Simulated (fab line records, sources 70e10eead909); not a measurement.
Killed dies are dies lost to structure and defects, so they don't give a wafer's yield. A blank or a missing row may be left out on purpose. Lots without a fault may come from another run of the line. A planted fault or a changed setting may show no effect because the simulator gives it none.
A struck lot beside a sound one | flow nand_harc | 14 steps out of a route of 1302
Sound: wafers L821.2, L821.5, L821.6. Struck: wafer L808.3. (L808.1, L808.5 of the same lot were not struck and are left out.) The cause comes at the end.
At each step with rows: each side's tool, then ch and its chambers, then its first start. Under that, the readings that differ: sound wafers | struck wafers | difference of the means | sigmas: that difference in standard deviations of wafers without a fault.
alike: readings whose means differ by less than 2 such deviations, and words and numbers that are the same on both sides. not compared: withheld readings, readings that some wafer has no value for, bounds like >300 that may hide the same value, and numbers for which the record gives no deviation and whose values overlap.
The two part at a step that has a row with sigmas, a row that says differs or no value, or rows on one side only. Numbers that don't overlap but have no deviation are shown without sigmas and don't part them. A reading that every wafer of one side lacks parts them only if that side has two wafers or more.

first, 8 steps without rows for these wafers: NHARC_A_M1_HMDS_02 (time 30 s); NHARC_A_M1_COAT_34 (time 65 s); NHARC_A_M1_COAT_03 (resist thk 90 nm); NHARC_A_M1_SOFTBAKE_04 (time 55 s); NHARC_A_M1_EBR_05; NHARC_A_M1_EXPOSE_06 (exposes mask A M1, target cd 120 nm); NHARC_A_M1_PEB_07 (peb time 65 s); NHARC_A_M1_DEVELOP_08 (develop time 35 s).
NHARC_A_M1_CD_MEAS_09: target cd 120 nm.
  sound on cd_sem-02 ch 0, day 30 04:16; struck on cd_sem-03 ch 0, day 24 06:05
  alike: cd_nm
NHARC_A_M1_OVL_MEAS_10: pitch 240 nm.
  sound on overlay-01, day 30 04:21; struck on overlay-01, day 24 06:11
  alike: overlay_x_nm, overlay_y_nm
NHARC_A_M1_INSPECT_11:
  sound on defect_inspect-02, day 30 04:23; struck on defect_inspect-02, day 24 06:13
  alike: raw_defect_count
NHARC_A_M1_DESCUM_14: chemistry O2, time 3 s.
  sound on rie_diel-12 ch 0,1,2, day 30 04:28; struck on rie_diel-12 ch 1, day 24 06:17
  reading                | sound                | struck | difference | sigmas
  throttle_valve_pct (%) | 11.310 11.307 11.320 | 11.331 | +0.019     | +2
  alike: drypump_motor_current_A, o2_flow_sccm, oes_product_au, rf_vpp_V, showerhead_plenum_p_Torr
  not compared: rf_hours_counter_h
NHARC_A_M1_ETCH_35: etches the open film in N2/H2, target depth 40 nm, overetch 12 nm, time 43.94 s.
  sound on rie_diel-12 ch 1,2, day 30 04:32; struck on rie_diel-12 ch 3, day 24 06:22
  reading          | sound          | struck | difference | sigmas
  run_length_s (s) | 64.8 65.3 64.9 | 53.2   | -11.8      | -26
  alike: drypump_motor_current_A, oes_product_au, rf_vpp_V, showerhead_plenum_p_Torr, throttle_valve_pct
  not compared: rf_hours_counter_h
NHARC_A_M1_ETCH_15: etches the open film in C4F8/Ar, target depth 182.5 nm, time 91.2 s.
  sound on rie_diel-12 ch 0,1; struck on rie_diel-12 ch 1
  alike: oes_product_au, rf_vpp_V, run_length_s
  not compared: rf_hours_counter_h

WHERE THEY PART
First at NHARC_A_M1_DESCUM_14; last, within this record, at NHARC_A_M1_ETCH_35. Later steps at which nothing parts them and some readings are alike: NHARC_A_M1_ETCH_15.

WHY: what the simulator had put in
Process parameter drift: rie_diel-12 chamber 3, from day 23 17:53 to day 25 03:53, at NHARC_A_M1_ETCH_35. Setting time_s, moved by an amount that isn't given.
